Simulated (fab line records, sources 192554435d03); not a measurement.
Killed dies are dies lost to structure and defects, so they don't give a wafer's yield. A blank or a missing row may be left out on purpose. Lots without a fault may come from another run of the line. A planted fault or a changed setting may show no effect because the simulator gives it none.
Split-lot experiment | flow n5_finfet | 7 lots, 21 wafers read, on a route of 1938 steps

THE SPLIT
At N5_FIN_SAQP_ALD_61 (deposits SiO2, target thk 4 nm, pulse time 1 s, purge time 2 s), the setting ald_cycles was moved away from the recipe's 43 on 7 of the 21 wafers read, by +9.3% to +11.6%. The other wafers ran this setting at the recipe's value.

The reading is taken at the split's own step.

THE READING
SiO2_of_FIN_SAQP_ALD_61.thk_nm (the simulator's own value, which no gauge read), in nm, at N5_FIN_SAQP_ALD_61 (deposits SiO2, target thk 4 nm, pulse time 1 s, purge time 2 s). The file gives no usual value for it. The 14 wafers here that ran the recipe average 3.987 nm, standard deviation 0.016 nm.

wafer  | tool, chamber at the split | ald_cycles as run | against the recipe | SiO2_of_FIN_SAQP_ALD_61.thk_nm, nm | against lot-mates on the recipe
L078.3 | ald_sin-04, 0              | 47                | +9.3%              | 4.361                              | +0.367
L078.4 | ald_sin-04, 2              | 47                | +9.3%              | 4.373                              | +0.379
L078.6 | ald_sin-04, 2              | 43                | recipe             | 3.994                              | -
L080.1 | ald_sin-01, 1              | 43                | recipe             | 3.975                              | -
L080.5 | ald_sin-01, 2              | 43                | recipe             | 3.962                              | -
L080.6 | ald_sin-01, 3              | 43                | recipe             | 3.987                              | -
L085.1 | ald_sin-04, 3              | 43                | recipe             | 3.974                              | -
L085.4 | ald_sin-04, 1              | 43                | recipe             | 3.988                              | -
L085.5 | ald_sin-04, 1              | 43                | recipe             | 3.985                              | -
L086.3 | ald_sin-04, 1              | 43                | recipe             | 4.005                              | -
L086.5 | ald_sin-04, 0              | 47                | +9.3%              | 4.364                              | +0.359
L086.6 | ald_sin-04, 3              | 47                | +9.3%              | 4.368                              | +0.363
L091.2 | ald_sin-01, 2              | 48                | +11.6%             | 4.434                              | +0.453
L091.3 | ald_sin-01, 3              | 48                | +11.6%             | 4.416                              | +0.435
L091.5 | ald_sin-01, 1              | 43                | recipe             | 3.981                              | -
L094.3 | ald_sin-01, 0              | 43                | recipe             | 3.981                              | -
L094.5 | ald_sin-01, 1              | 43                | recipe             | 4.002                              | -
L094.6 | ald_sin-01, 2              | 43                | recipe             | 3.959                              | -
L095.3 | ald_sin-02, 2              | 43                | recipe             | 4.003                              | -
L095.4 | ald_sin-02, 3              | 43                | recipe             | 4.021                              | -
L095.6 | ald_sin-02, 0              | 48                | +11.6%             | 4.492                              | +0.480

THE FIT
A straight line over all 21 wafers: SiO2_of_FIN_SAQP_ALD_61.thk_nm changes by +0.0401 nm for each +1% of ald_cycles; r = +1.00; the points scatter about the line by 0.02 nm.
The same after taking each lot's own level away (the mean of its wafers on the recipe; 21 wafers): +0.0393 nm for each +1%; r = +1.00; scatter 0.012 nm.
On that fit, the largest move of ald_cycles shifts the reading by 0.46 nm.
The lots' own levels span 3.9747 to 4.0120 nm, that is 2.3 times the standard deviation above.
So the lot-to-lot level changes the slope little: the two slopes agree.
Check: with one of the wafers moved furthest among these (+11.6%) left out of the fit, the line predicts +0.458 nm for it against its lot-mates. It came out at +0.453 nm against them.

OTHER SPLITS ON THESE WAFERS
These wafers also went through other splits before the reading. Each is held against what the fit with the lots' levels taken away leaves over:
other split on the same wafers | wafers away from the commonest value | r with SiO2_of_FIN_SAQP_ALD_61.thk_nm (lot level and that fit taken away)
N5_ZERO_LAYER_PECVD_02 time_s  | 6                                    | -0.01

THE FILE'S OWN FIT
SiO2_of_FIN_SAQP_ALD_61.thk_nm changes by +0.0396 nm for each +1% of ald_cycles, r = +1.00.
